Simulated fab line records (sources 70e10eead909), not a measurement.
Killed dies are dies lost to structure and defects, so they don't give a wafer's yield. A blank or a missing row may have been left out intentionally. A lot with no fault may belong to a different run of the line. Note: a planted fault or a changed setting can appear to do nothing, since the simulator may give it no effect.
Comparing a struck lot with a sound one || flow nand harc || 13 steps out of a route of 1302
Sound: these wafers, L231.2, L231.3, L231.6. Wafers struck: L238.1, L238.2, L238.4. The cause is given at the end.
At each step with rows: each side's tool, then ch and its chambers, then its first start. Under that, the readings that differ: sound wafers || struck wafers || difference of the means || sigmas: that difference in standard deviations of wafers without a fault.
alike: words and numbers the same on both sides, and readings whose means are apart by under 2 such deviations; not compared: readings that were withheld, readings missing a value for some wafer, numbers with overlapping values and no deviation given by the record, and bounds like >300 which may hide the same value.
The two part at a step that has a row with sigmas, a row that says differs or no value, or rows on one side only. When numbers do not overlap yet have no deviation, they are printed without sigmas and do not part them. A reading that every wafer of one side lacks parts them only if that side has two wafers or more.

first, 2 steps without rows for these wafers: NHARC_A_STAIRCASE_TRIM_191 (chemistry O2, time 211.2 s); NHARC_A_STAIRCASE_ETCH_192 (etches the open film in C4F8/O2, target depth 100 nm, time 40.5 s).
NHARC_A_STAIRCASE_TRIM_193: chemistry O2, time 211.2 s.
  sound: rie diel-08 ch 3; struck: rie diel-07 ch 0,2,3
{"reading": "showerhead plenum p Torr (Torr)", "sound": "3.33 3.33 3.33", "struck": "3.47 3.64 3.72", "difference": "+0.28", "sigmas": "+3"}
  alike: chamber pressure mTorr, drypump motor current A, oes product au, rf vpp V, throttle valve pct
  not compared: rf hours counter h
NHARC_A_STAIRCASE_ETCH_194: etches the open film in C4F8/O2, target depth 100 nm, time 40.5 s.
  sound: rie diel-08 ch 1,3; struck: rie diel-07 ch 0,2,3
  alike: bias w, chamber pressure mTorr, oes product au, rf vpp V, run length s
  not compared: rf hours counter h
then, 1 step without rows for these wafers: NHARC_A_STAIRCASE_TRIM_196 (chemistry O2, time 211.2 s).
NHARC_A_STAIRCASE_ETCH_197: etches the open film in C4F8/O2, target depth 100 nm, time 40.5 s.
  sound: rie diel-06 ch 0,1,3; struck: rie diel-07 ch 1,2,3
  alike: bias w, chamber pressure mTorr, oes product au, rf vpp V, run length s
  not compared: rf hours counter h
then, 1 step without rows for these wafers: NHARC_A_STAIRCASE_TRIM_198 (chemistry O2, time 211.2 s).
NHARC_A_STAIRCASE_ETCH_199: etches the open film in C4F8/O2, target depth 100 nm, time 40.5 s.
  sound: rie diel-06 ch 2,3; struck: rie diel-07 ch 1,2,3
  alike: bias w, chamber pressure mTorr, oes product au, rf vpp V, run length s
  not compared: rf hours counter h
NHARC_A_STAIRCASE_TRIM_200: chemistry O2, time 211.2 s.
  sound: rie diel-06 ch 0,1; struck: rie diel-07 ch 0,1,2
  alike: chamber pressure mTorr, drypump motor current A, oes product au, rf vpp V, showerhead plenum p Torr, throttle valve pct
  not compared: rf hours counter h
then, 2 steps without rows for these wafers: NHARC_A_STAIRCASE_ETCH_201 (etches the open film in C4F8/O2, target depth 100 nm, time 40.5 s); NHARC_A_STAIRCASE_TRIM_202 (chemistry O2, time 211.2 s).
NHARC_A_STAIRCASE_ETCH_203: etches the open film in C4F8/O2, target depth 100 nm, time 40.5 s.
  sound on rie diel-06 ch 2,3, day 17 16:17; struck on rie diel-07 ch 0,2,3, day 20 06:04
{"reading": "bias w (W)", "sound": "1002.3 1001.3 999.5", "struck": "- - -", "difference": "no value on the struck wafers", "sigmas": ""}
{"reading": "run length s (s)", "sound": "61.3 61.8 61.9", "struck": "55.7 55.8 55.8", "difference": -5.9, "sigmas": -12}
  alike: chamber pressure mTorr, oes product au, rf vpp V
  not compared: rf hours counter h
next, for these wafers, 1 step has no rows: NHARC_END_SORT_01.

== WHERE THEY PART ==
Last at NHARC_A_STAIRCASE_ETCH_203 as far as this record goes, first at NHARC_A_STAIRCASE_TRIM_193.

WHY: the cause the simulator had injected
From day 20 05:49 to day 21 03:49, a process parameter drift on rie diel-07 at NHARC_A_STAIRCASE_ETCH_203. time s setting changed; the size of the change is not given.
